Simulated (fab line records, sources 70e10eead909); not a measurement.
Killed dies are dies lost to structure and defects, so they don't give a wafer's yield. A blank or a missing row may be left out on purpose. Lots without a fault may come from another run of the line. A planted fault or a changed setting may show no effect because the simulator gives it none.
Which tool did it? | flow nand_harc | 24 lots, 72 wafers sampled, at 6 steps of a route of 1159

WHAT THE GAUGES READ, wafer by wafer
The record holds no reading of a measuring or inspecting step that can be judged against a usual standard deviation.

WHICH TOOL RAN EACH LOT (tool, then ch and the chambers of the sampled wafers, then the start)
lot  | NHARC_A_STAIRCASE_ETCH_199                    | NHARC_A_STAIRCASE_TRIM_220         | NHARC_A_STAIRCASE_ETCH_223                    | NHARC_A_STAIRCASE_ETCH_236                    | NHARC_A_STAIRCASE_DESCUM_291       | NHARC_A_STAIRCASE_HM_DEP_462
L074 | rie_diel-08 ch 1,2,3, day 11 02:33 or earlier | rie_diel-08 ch 0,1,2, day 11 02:33 | rie_diel-08 ch 0,1,2, day 11 10:50 or earlier | rie_diel-13 ch 0,2,3, day 11 10:50 or earlier | rie_diel-01 ch 2,3, day 11 10:50   | acl_dep-01 ch 0, day 11 13:17
L076 | rie_diel-01 ch 0,1,3, day 11 12:25 or earlier | rie_diel-08 ch 0,1,3, day 11 12:25 | rie_diel-08 ch 0,2,3, day 11 21:13 or earlier | rie_diel-01 ch 0,1,2, day 11 21:13 or earlier | rie_diel-01 ch 0,1,2, day 11 21:13 | acl_dep-03 ch 0, day 11 23:56
L075 | rie_diel-08 ch 1,2,3, day 11 13:14 or earlier | rie_diel-08 ch 0,1,3, day 11 13:14 | rie_diel-08 ch 0,2,3, day 11 21:56 or earlier | rie_diel-13 ch 0,1,2, day 11 21:56 or earlier | rie_diel-13 ch 0,1,3, day 11 21:56 | acl_dep-01 ch 0, day 12 01:32
L077 | rie_diel-01 ch 0,1,2, day 11 21:47 or earlier | rie_diel-08 ch 0,2,3, day 11 21:47 | rie_diel-08 ch 2,3, day 12 06:11 or earlier   | rie_diel-08 ch 0,1,3, day 12 06:11 or earlier | rie_diel-01 ch 0,3, day 12 06:11   | acl_dep-03 ch 0, day 12 08:49
L078 | rie_diel-13 ch 0,1,3, day 12 04:10 or earlier | rie_diel-01 ch 1,2,3, day 12 04:10 | rie_diel-01 ch 1,2,3, day 12 11:53 or earlier | rie_diel-01 ch 1,2, day 12 11:53 or earlier   | rie_diel-08 ch 1,2, day 12 11:53   | acl_dep-01 ch 0, day 12 15:25
L079 | rie_diel-08 ch 0,2,3, day 12 05:54 or earlier | rie_diel-13 ch 0,1,3, day 12 05:54 | rie_diel-13 ch 0,1,3, day 12 15:35 or earlier | rie_diel-13 ch 0,1,3, day 12 15:35 or earlier | rie_diel-08 ch 0,1,2, day 12 15:35 | acl_dep-03 ch 0, day 12 19:20
L080 | rie_diel-08 ch 0,2,3, day 12 17:37 or earlier | rie_diel-01 ch 0,2, day 12 17:37   | rie_diel-01 ch 0,2,3, day 13 01:57 or earlier | rie_diel-08 ch 0,2, day 13 01:57 or earlier   | rie_diel-01 ch 0,1,2, day 13 01:57 | acl_dep-01 ch 0, day 13 04:16
L081 | rie_diel-08 ch 1,2,3, day 12 18:01 or earlier | rie_diel-01 ch 0,1,2, day 12 18:01 | rie_diel-01 ch 0,1,3, day 13 03:17 or earlier | rie_diel-08 ch 0,2,3, day 13 03:17 or earlier | rie_diel-08 ch 0,2,3, day 13 03:17 | acl_dep-03 ch 0, day 13 05:32
L082 | rie_diel-08 ch 1,3, day 13 08:02 or earlier   | rie_diel-01 ch 1,2, day 13 08:02   | rie_diel-01 ch 0,1,3, day 13 17:01 or earlier | rie_diel-01 ch 1,2,3, day 13 17:01 or earlier | rie_diel-01 ch 0,1,2, day 13 17:01 | acl_dep-01 ch 0, day 13 19:52
L083 | rie_diel-13 ch 0,2, day 13 08:31 or earlier   | rie_diel-08 ch 0,1,2, day 13 08:31 | rie_diel-08 ch 0,1,2, day 13 18:07 or earlier | rie_diel-08 ch 0,1,3, day 13 18:07 or earlier | rie_diel-13 ch 0,2,3, day 13 18:07 | acl_dep-02 ch 0, day 13 20:58
L085 | rie_diel-13 ch 1,3, day 14 17:30 or earlier   | rie_diel-13 ch 0,3, day 14 17:30   | rie_diel-13 ch 0,1, day 15 03:05 or earlier   | rie_diel-13 ch 0,3, day 15 03:05 or earlier   | rie_diel-13 ch 0,1,2, day 15 03:05 | acl_dep-02 ch 0, day 15 05:44
L084 | rie_diel-01 ch 1,2,3, day 14 17:44 or earlier | rie_diel-13 ch 2,3, day 14 17:44   | rie_diel-13 ch 0,1, day 15 03:16 or earlier   | rie_diel-13 ch 0,1,3, day 15 03:16 or earlier | rie_diel-08 ch 0,2,3, day 15 03:16 | acl_dep-01 ch 0, day 15 05:54
L088 | rie_diel-08 ch 0,1,2, day 14 18:52 or earlier | rie_diel-13 ch 0,2, day 14 18:52   | rie_diel-13 ch 0,1, day 15 05:47 or earlier   | rie_diel-08 ch 0,1,2, day 15 05:47 or earlier | rie_diel-01 ch 2,3, day 15 05:47   | acl_dep-01 ch 0, day 15 09:52
L087 | rie_diel-13 ch 0,1,3, day 14 18:18 or earlier | rie_diel-01 ch 1,2, day 14 18:18   | rie_diel-01 ch 1,2, day 15 05:04 or earlier   | rie_diel-01 ch 1,3, day 15 05:04 or earlier   | rie_diel-08 ch 0,2,3, day 15 05:04 | acl_dep-01 ch 0, day 15 08:21
L086 | rie_diel-08 ch 0,1,2, day 14 19:38 or earlier | rie_diel-01 ch 0,2,3, day 14 19:38 | rie_diel-01 ch 0,1,3, day 15 06:52 or earlier | rie_diel-13 ch 0,2,3, day 15 06:52 or earlier | rie_diel-08 ch 0,1,2, day 15 06:52 | acl_dep-03 ch 0, day 15 10:12
L089 | rie_diel-08 ch 0,1, day 14 23:19 or earlier   | rie_diel-01 ch 1,2,3, day 14 23:19 | rie_diel-01 ch 1,2,3, day 15 09:59 or earlier | rie_diel-01 ch 1,2,3, day 15 09:59 or earlier | rie_diel-01 ch 0,2,3, day 15 09:59 | acl_dep-03 ch 0, day 15 12:16
L090 | rie_diel-01 ch 0,3, day 15 00:20 or earlier   | rie_diel-13 ch 0,3, day 15 00:20   | rie_diel-13 ch 0,1,3, day 15 08:08 or earlier | rie_diel-13 ch 1,2, day 15 08:08 or earlier   | rie_diel-01 ch 0,2, day 15 08:08   | acl_dep-01 ch 0, day 15 11:24
L091 | rie_diel-08 ch 0,1,2, day 15 02:39 or earlier | rie_diel-13 ch 0,1,2, day 15 02:39 | rie_diel-13 ch 1,2,3, day 15 12:05 or earlier | rie_diel-01 ch 2,3, day 15 12:05 or earlier   | rie_diel-08 ch 1,2,3, day 15 12:05 | acl_dep-02 ch 0, day 15 14:24
L092 | rie_diel-13 ch 0,1,3, day 15 10:56 or earlier | rie_diel-08 ch 0,1,2, day 15 10:56 | rie_diel-08 ch 0,1,2, day 15 19:29 or earlier | rie_diel-08 ch 0,1,2, day 15 19:29 or earlier | rie_diel-08 ch 0,1,2, day 15 19:29 | acl_dep-01 ch 0, day 15 22:00
L093 | rie_diel-13 ch 0,2,3, day 15 11:20 or earlier | rie_diel-01 ch 1,2,3, day 15 11:20 | rie_diel-01 ch 0,1,3, day 15 21:17 or earlier | rie_diel-01 ch 1,2,3, day 15 21:17 or earlier | rie_diel-13 ch 0,1,3, day 15 21:17 | acl_dep-03 ch 0, day 16 00:01
L094 | rie_diel-01 ch 0,1, day 15 23:26 or earlier   | rie_diel-08 ch 0,1,2, day 15 23:26 | rie_diel-08 ch 2,3, day 16 07:59 or earlier   | rie_diel-01 ch 2,3, day 16 07:59 or earlier   | rie_diel-08 ch 0,1, day 16 07:59   | acl_dep-02 ch 0, day 16 12:56
L096 | rie_diel-08 ch 0,1,2, day 16 13:50 or earlier | rie_diel-08 ch 0,1,2, day 16 13:50 | rie_diel-08 ch 2,3, day 16 22:26 or earlier   | rie_diel-08 ch 1,2,3, day 16 22:26 or earlier | rie_diel-01 ch 0,1, day 16 22:26   | acl_dep-03 ch 0, day 17 02:04
L095 | rie_diel-01 ch 0,2,3, day 16 15:23 or earlier | rie_diel-01 ch 1,2,3, day 16 15:23 | rie_diel-01 ch 1,2,3, day 16 23:01 or earlier | rie_diel-13 ch 1,2,3, day 16 23:01 or earlier | rie_diel-08 ch 1,2,3, day 16 23:01 | acl_dep-02 ch 0, day 17 02:28
L097 | rie_diel-01 ch 0,1,3, day 16 18:55 or earlier | rie_diel-08 ch 0,1,3, day 16 18:55 | rie_diel-08 ch 0,1, day 17 03:37 or earlier   | rie_diel-08 ch 0,1,3, day 17 03:37 or earlier | rie_diel-08 ch 0,2,3, day 17 03:37 | acl_dep-03 ch 0, day 17 07:52
- NHARC_A_STAIRCASE_ETCH_199: etches the open film in C4F8/O2, target depth 100 nm, time 40.5 s.
- NHARC_A_STAIRCASE_TRIM_220: chemistry O2, time 211.2 s.
- NHARC_A_STAIRCASE_ETCH_223: etches the open film in C4F8/O2, target depth 100 nm, time 40.5 s.
- NHARC_A_STAIRCASE_ETCH_236: etches the open film in C4F8/O2, target depth 100 nm, time 40.5 s.
- NHARC_A_STAIRCASE_DESCUM_291: chemistry O2, time 3 s.
- NHARC_A_STAIRCASE_HM_DEP_462: deposits aC, target thk 800 nm.

WHAT THE TOOLS THEMSELVES READ (means of the sampled wafers that have a number; where no wafer has one, the mark that the record gives instead)
NHARC_A_STAIRCASE_ETCH_199. Usual: oes_product_au 0.943 a.u., standard deviation 0.011; rf_vpp_V 895 V, standard deviation 5.2.
lot  | tool        | oes_product_au (a.u.) | rf_vpp_V (V) | flag
L074 | rie_diel-08 | 0.948                 | 896          |
L076 | rie_diel-01 | 0.941                 | 899          |
L075 | rie_diel-08 | 0.947                 | 895          |
L077 | rie_diel-01 | 0.941                 | 899          |
L078 | rie_diel-13 | 0.948                 | 888          |
L079 | rie_diel-08 | 0.955                 | 897          |
L080 | rie_diel-08 | 0.942                 | 897          |
L081 | rie_diel-08 | 0.943                 | 895          |
L082 | rie_diel-08 | 0.953                 | 891          |
L083 | rie_diel-13 | 0.957                 | 892          |
L085 | rie_diel-13 | 0.931                 | 887          |
L084 | rie_diel-01 | 0.952                 | 898          |
L088 | rie_diel-08 | 0.940                 | 898          |
L087 | rie_diel-13 | 0.942                 | 888          |
L086 | rie_diel-08 | 0.938                 | 898          |
L089 | rie_diel-08 | 0.946                 | 894          |
L090 | rie_diel-01 | 0.939                 | 898          |
L091 | rie_diel-08 | 0.929                 | 897          |
L092 | rie_diel-13 | 0.932                 | 888          |
L093 | rie_diel-13 | 0.938                 | 890          |
L094 | rie_diel-01 | 0.959                 | 900          |
L096 | rie_diel-08 | 0.945                 | 897          |
L095 | rie_diel-01 | 0.922                 | 896          |
L097 | rie_diel-01 | 0.936                 | 899          |

NHARC_A_STAIRCASE_TRIM_220. Usual: drypump_motor_current_A 5.8 A, standard deviation 0.49; oes_product_au 1.000 a.u., standard deviation 0.0073; rf_vpp_V 57.8 V, standard deviation 0.89; showerhead_plenum_p_Torr 3.50 Torr, standard deviation 0.14; throttle_valve_pct 17.037 %, standard deviation 0.0097.
lot  | tool        | drypump_motor_current_A (A) | oes_product_au (a.u.) | rf_vpp_V (V) | showerhead_plenum_p_Torr (Torr) | throttle_valve_pct (%) | flag
L074 | rie_diel-08 | 5.9                         | 1.014                 | 58.0         | 3.59                            | 17.027                 |
L076 | rie_diel-08 | 5.4                         | 1.005                 | 57.3         | 3.47                            | 17.027                 |
L075 | rie_diel-08 | 5.4                         | 1.009                 | 57.2         | 3.47                            | 17.042                 |
L077 | rie_diel-08 | 5.6                         | 1.003                 | 58.1         | 3.56                            | 17.039                 |
L078 | rie_diel-01 | 5.7                         | 0.997                 | 58.1         | 3.57                            | 17.034                 |
L079 | rie_diel-13 | 5.7                         | 0.993                 | 57.3         | 3.33                            | 17.033                 |
L080 | rie_diel-01 | 6.3                         | 0.999                 | 58.1         | 3.52                            | 17.031                 |
L081 | rie_diel-01 | 5.9                         | 0.997                 | 57.8         | 3.60                            | 17.034                 |
L082 | rie_diel-01 | 5.5                         | 0.994                 | 58.4         | 3.62                            | 17.030                 |
L083 | rie_diel-08 | 5.9                         | 1.011                 | 58.0         | 3.58                            | 17.031                 |
L085 | rie_diel-13 | 5.4                         | 0.996                 | 56.3         | 3.32                            | 17.041                 |
L084 | rie_diel-13 | 6.0                         | 0.999                 | 57.7         | 3.39                            | 17.049                 |
L088 | rie_diel-13 | 6.0                         | 1.004                 | 58.0         | 3.43                            | 17.031                 |
L087 | rie_diel-01 | 5.5                         | 1.005                 | 58.0         | 3.61                            | 17.039                 |
L086 | rie_diel-01 | 6.1                         | 1.000                 | 57.9         | 3.54                            | 17.036                 |
L089 | rie_diel-01 | 5.7                         | 0.997                 | 58.1         | 3.56                            | 17.041                 |
L090 | rie_diel-13 | 5.4                         | 0.999                 | 57.3         | 3.32                            | 17.030                 |
L091 | rie_diel-13 | 6.0                         | 1.006                 | 58.2         | 3.37                            | 17.041                 |
L092 | rie_diel-08 | 5.9                         | 1.001                 | 58.0         | 3.56                            | 17.035                 |
L093 | rie_diel-01 | 5.7                         | 0.996                 | 57.4         | 3.56                            | 17.037                 |
L094 | rie_diel-08 | 5.9                         | 1.005                 | 57.4         | 3.56                            | 17.033                 |
L096 | rie_diel-08 | 5.9                         | 0.997                 | 57.6         | 3.56                            | 17.034                 |
L095 | rie_diel-01 | 5.7                         | 0.992                 | 58.2         | 3.55                            | 17.034                 |
L097 | rie_diel-08 | 5.4                         | 0.997                 | 58.0         | 3.45                            | 17.038                 |

NHARC_A_STAIRCASE_ETCH_223. Usual: oes_product_au 0.939 a.u., standard deviation 0.012; rf_vpp_V 895 V, standard deviation 5.1.
lot  | tool        | oes_product_au (a.u.) | rf_vpp_V (V) | flag
L074 | rie_diel-08 | 0.951                 | 899          |
L076 | rie_diel-08 | 0.953                 | 896          |
L075 | rie_diel-08 | 0.948                 | 897          |
L077 | rie_diel-08 | 0.934                 | 899          |
L078 | rie_diel-01 | 0.952                 | 898          |
L079 | rie_diel-13 | 0.943                 | 889          |
L080 | rie_diel-01 | 0.936                 | 896          |
L081 | rie_diel-01 | 0.926                 | 900          |
L082 | rie_diel-01 | 0.930                 | 899          |
L083 | rie_diel-08 | 0.945                 | 898          |
L085 | rie_diel-13 | 0.941                 | 888          |
L084 | rie_diel-13 | 0.939                 | 890          |
L088 | rie_diel-13 | 0.923                 | 888          |
L087 | rie_diel-01 | 0.930                 | 896          |
L086 | rie_diel-01 | 0.927                 | 900          |
L089 | rie_diel-01 | 0.929                 | 898          |
L090 | rie_diel-13 | 0.933                 | 888          |
L091 | rie_diel-13 | 0.945                 | 889          |
L092 | rie_diel-08 | 0.952                 | 897          |
L093 | rie_diel-01 | 0.937                 | 898          |
L094 | rie_diel-08 | 0.926                 | 894          |
L096 | rie_diel-08 | 0.958                 | 893          |
L095 | rie_diel-01 | 0.928                 | 897          |
L097 | rie_diel-08 | 0.954                 | 896          |

NHARC_A_STAIRCASE_ETCH_236. Usual: oes_product_au 0.940 a.u., standard deviation 0.011; rf_vpp_V 894 V, standard deviation 5.2.
lot  | tool        | oes_product_au (a.u.) | rf_vpp_V (V) | flag
L074 | rie_diel-13 | 0.946                 | 891          |
L076 | rie_diel-01 | 0.940                 | 897          |
L075 | rie_diel-13 | 0.947                 | 891          |
L077 | rie_diel-08 | 0.952                 | 894          |
L078 | rie_diel-01 | 0.938                 | 900          |
L079 | rie_diel-13 | 0.933                 | 889          |
L080 | rie_diel-08 | 0.951                 | 901          |
L081 | rie_diel-08 | 0.943                 | 897          |
L082 | rie_diel-01 | 0.929                 | 898          |
L083 | rie_diel-08 | 0.947                 | 893          |
L085 | rie_diel-13 | 0.932                 | 889          |
L084 | rie_diel-13 | 0.930                 | 889          |
L088 | rie_diel-08 | 0.940                 | 897          |
L087 | rie_diel-01 | 0.929                 | 900          |
L086 | rie_diel-13 | 0.924                 | 890          |
L089 | rie_diel-01 | 0.936                 | 898          |
L090 | rie_diel-13 | 0.940                 | 889          |
L091 | rie_diel-01 | 0.939                 | 894          |
L092 | rie_diel-08 | 0.945                 | 897          |
L093 | rie_diel-01 | 0.931                 | 897          |
L094 | rie_diel-01 | 0.939                 | 896          |
L096 | rie_diel-08 | 0.949                 | 894          |
L095 | rie_diel-13 | 0.957                 | 888          |
L097 | rie_diel-08 | 0.946                 | 893          |

NHARC_A_STAIRCASE_DESCUM_291. Usual: drypump_motor_current_A 5.8 A, standard deviation 0.46; oes_product_au 0.999 a.u., standard deviation 0.0079; rf_vpp_V 57.7 V, standard deviation 0.91; showerhead_plenum_p_Torr 1.90 Torr, standard deviation 0.075; throttle_valve_pct 11.311 %, standard deviation 0.0092.
lot  | tool        | drypump_motor_current_A (A) | oes_product_au (a.u.) | rf_vpp_V (V) | showerhead_plenum_p_Torr (Torr) | throttle_valve_pct (%) | flag
L074 | rie_diel-01 | 6.1                         | 0.991                 | 58.1         | 1.90                            | 11.306                 |
L076 | rie_diel-01 | 5.9                         | 0.993                 | 58.4         | 1.96                            | 11.316                 |
L075 | rie_diel-13 | 5.7                         | 0.997                 | 56.8         | 1.80                            | 11.326                 |
L077 | rie_diel-01 | 6.0                         | 0.997                 | 57.8         | 1.96                            | 11.302                 |
L078 | rie_diel-08 | 6.1                         | 0.995                 | 58.1         | 1.97                            | 11.315                 |
L079 | rie_diel-08 | 5.9                         | 1.006                 | 58.4         | 1.94                            | 11.309                 |
L080 | rie_diel-01 | 5.9                         | 0.996                 | 57.5         | 1.95                            | 11.310                 |
L081 | rie_diel-08 | 5.6                         | 1.007                 | 58.1         | 1.93                            | 11.316                 |
L082 | rie_diel-01 | 5.9                         | 0.993                 | 58.6         | 1.95                            | 11.311                 |
L083 | rie_diel-13 | 5.7                         | 1.005                 | 56.9         | 1.83                            | 11.304                 |
L085 | rie_diel-13 | 6.1                         | 1.001                 | 56.7         | 1.82                            | 11.306                 |
L084 | rie_diel-08 | 5.6                         | 0.997                 | 58.0         | 1.93                            | 11.308                 |
L088 | rie_diel-01 | 5.9                         | 1.007                 | 57.6         | 1.90                            | 11.302                 |
L087 | rie_diel-08 | 5.6                         | 1.006                 | 57.8         | 1.93                            | 11.314                 |
L086 | rie_diel-08 | 5.9                         | 0.997                 | 58.0         | 1.94                            | 11.317                 |
L089 | rie_diel-01 | 6.1                         | 0.999                 | 58.4         | 1.92                            | 11.307                 |
L090 | rie_diel-01 | 6.3                         | 1.000                 | 57.1         | 1.90                            | 11.310                 |
L091 | rie_diel-08 | 5.7                         | 0.989                 | 56.8         | 1.89                            | 11.313                 |
L092 | rie_diel-08 | 5.9                         | 1.000                 | 57.6         | 1.93                            | 11.317                 |
L093 | rie_diel-13 | 5.8                         | 1.000                 | 57.3         | 1.79                            | 11.314                 |
L094 | rie_diel-08 | 5.7                         | 1.002                 | 57.5         | 1.88                            | 11.306                 |
L096 | rie_diel-01 | 5.5                         | 0.997                 | 57.8         | 1.99                            | 11.304                 |
L095 | rie_diel-08 | 5.7                         | 1.000                 | 57.3         | 1.89                            | 11.314                 |
L097 | rie_diel-08 | 5.6                         | 1.008                 | 58.1         | 1.92                            | 11.311                 |

NHARC_A_STAIRCASE_HM_DEP_462. Usual: throttle_valve_pct 35.000 %, standard deviation 0.0086.
lot  | tool       | throttle_valve_pct (%) | flag
L074 | acl_dep-01 | 34.998                 |
L076 | acl_dep-03 | 34.994                 |
L075 | acl_dep-01 | 35.004                 |
L077 | acl_dep-03 | 34.994                 |
L078 | acl_dep-01 | 35.002                 |
L079 | acl_dep-03 | 34.996                 |
L080 | acl_dep-01 | 34.999                 |
L081 | acl_dep-03 | 35.000                 |
L082 | acl_dep-01 | 34.999                 |
L083 | acl_dep-02 | 35.000                 |
L085 | acl_dep-02 | 35.011                 |
L084 | acl_dep-01 | 34.999                 |
L088 | acl_dep-01 | 34.991                 |
L087 | acl_dep-01 | 35.005                 |
L086 | acl_dep-03 | 35.001                 |
L089 | acl_dep-03 | 35.002                 |
L090 | acl_dep-01 | 35.002                 |
L091 | acl_dep-02 | 34.998                 |
L092 | acl_dep-01 | 35.000                 |
L093 | acl_dep-03 | 35.000                 |
L094 | acl_dep-02 | 34.998                 |
L096 | acl_dep-03 | 34.997                 |
L095 | acl_dep-02 | 35.004                 |
L097 | acl_dep-03 | 35.006                 |

THE ANSWER, worked out from the rows above alone
Rule: a lot is off if the mean of its wafers that have a number lies more than 3 standard deviations from the usual mean. A lot without any number at a reading at which 4 lots or more have one is off too. The other lots that the step has rows for count as sound. The gauges are gone through in route order, then the tools' own readings, and for those a lot's mean is taken as printed above. The first step at which some lot is off is used, and at that step the reading that is off furthest; a lot without a number counts as furthest.
No lot is off at any reading shown: from this, nothing can be told.

WHAT THE SIMULATOR HAD PUT IN
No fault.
